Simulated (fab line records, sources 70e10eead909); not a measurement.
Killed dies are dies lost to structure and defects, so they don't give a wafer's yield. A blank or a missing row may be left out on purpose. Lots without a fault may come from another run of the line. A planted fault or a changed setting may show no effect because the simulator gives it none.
Chamber matching | flow nand_harc | NHARC_P_CONTACT_CMP_01 on cmp-01: 4 sister chambers
The step polishes SiO2, target thk 200 nm. 8 wafers are shown with their chamber, then 9 later ones without.

WAFERS WITH THEIR CHAMBER
wafer  | chamber | motor_current_A (A) | edge_zone_pressure_frac
L080.4 | 1       | 10.4                | 1.005
L083.5 | 1       | 9.9                 | 0.992
L083.6 | 0       | 10.8                | 0.992
L087.3 | 3       | 10.3                | 1.000
L087.5 | 0       | 11.6                | 1.002
L090.2 | 3       | 10.4                | 1.007
L090.4 | 2       | 11.7                | 1.001
L090.5 | 2       | 11.3                | 1.000

WAFERS WITHOUT THEIR CHAMBER
wafer  | motor_current_A (A) | edge_zone_pressure_frac
L094.3 | 9.8                 | 0.991
L094.4 | 10.9                | 0.995
L094.5 | 10.8                | 0.995
L095.2 | 10.3                | 1.004
L095.4 | 10.5                | 0.994
L095.6 | 11.1                | 1.002
L096.1 | 10.3                | 1.003
L096.3 | 10.2                | 1.003
L096.6 | 12.0                | 0.997

WHICH CHAMBER EACH WENT THROUGH
wafer  | from the rows above               | in truth
L094.3 | can't be placed: 1 or 3           | 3
L094.4 | can't be placed: 0 or 2 or 3 or 1 | 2
L094.5 | can't be placed: 0 or 3 or 1 or 2 | 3
L095.2 | can't be placed: 3 or 1           | 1
L095.4 | can't be placed: 1 or 3 or 0 or 2 | 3
L095.6 | can't be placed: 0 or 2 or 3 or 1 | 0
L096.1 | can't be placed: 3 or 1           | 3
L096.3 | can't be placed: 3 or 1           | 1
L096.6 | can't be placed: 2 or 0           | 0
Placed correctly: 0 of 9. Can't be placed from these rows: 9 (the true chamber is among the candidates in 9). Placed wrongly: 0.
How it was worked out, from the rows above alone: a wafer's distance from a chamber is the root of the sum, over the readings, of the square of ((its reading less the chamber's mean) divided by the reading's scatter). The wafer belongs to the nearest chamber; if the next one is less than 2 further off, it can't be placed. A chamber's mean is the mean of its shown wafers. The scatter: the root of (the sum of the squares of (reading less its chamber's mean) over the shown wafers, divided by (wafers less chambers)).
